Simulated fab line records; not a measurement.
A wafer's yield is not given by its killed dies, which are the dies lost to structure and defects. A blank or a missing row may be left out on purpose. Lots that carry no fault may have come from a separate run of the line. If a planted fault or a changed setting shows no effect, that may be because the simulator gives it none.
Chamber matching    flow nand harc    4 sister chambers for NHARC_A_STAIRCASE_ETCHBACK_422 on rie diel-07
The step etches the open film in CH3F/O2, target depth 40 nm, time 74.286 s. 4 wafers are shown with their chamber, then 8 later ones without.

## WAFERS WITH THEIR CHAMBER
wafer   chamber  drypump motor current A (A)
L087.1  2        5.6
L087.4  3        6.3
L087.6  1        6.1
L094.1  0        5.0

## WAFERS WITH NO CHAMBER GIVEN
wafer   drypump motor current A (A)
L094.4  5.5
L094.5  6.0
L097.2  6.0
L097.5  5.0
L097.6  6.3
L096.2  6.1
L096.4  5.0
L096.6  6.1

## CHAMBER TAKEN BY EACH
wafer   from the rows above  in truth
L094.4  2                    2
L094.5  1                    1
L097.2  1                    1
L097.5  0                    0
L097.6  3                    3
L096.2  1                    1
L096.4  0                    0
L096.6  1                    1
Correct placement for 8 of the 8. Can't be placed from these rows: 0. 0 placed wrongly.
How it was worked out, from the rows above alone: a wafer's distance from a chamber is the root of the sum, over the readings, of the square of ((its reading less the chamber's mean) divided by the reading's scatter). If the next closest chamber is less than 2 further off than the closest, the wafer can't be placed; otherwise it belongs to the closest. A chamber's mean is the mean of its shown wafers. The scatter (one wafer shown for each chamber): square how far every hidden wafer sits from the nearest shown wafer, average those squares and take the square root.
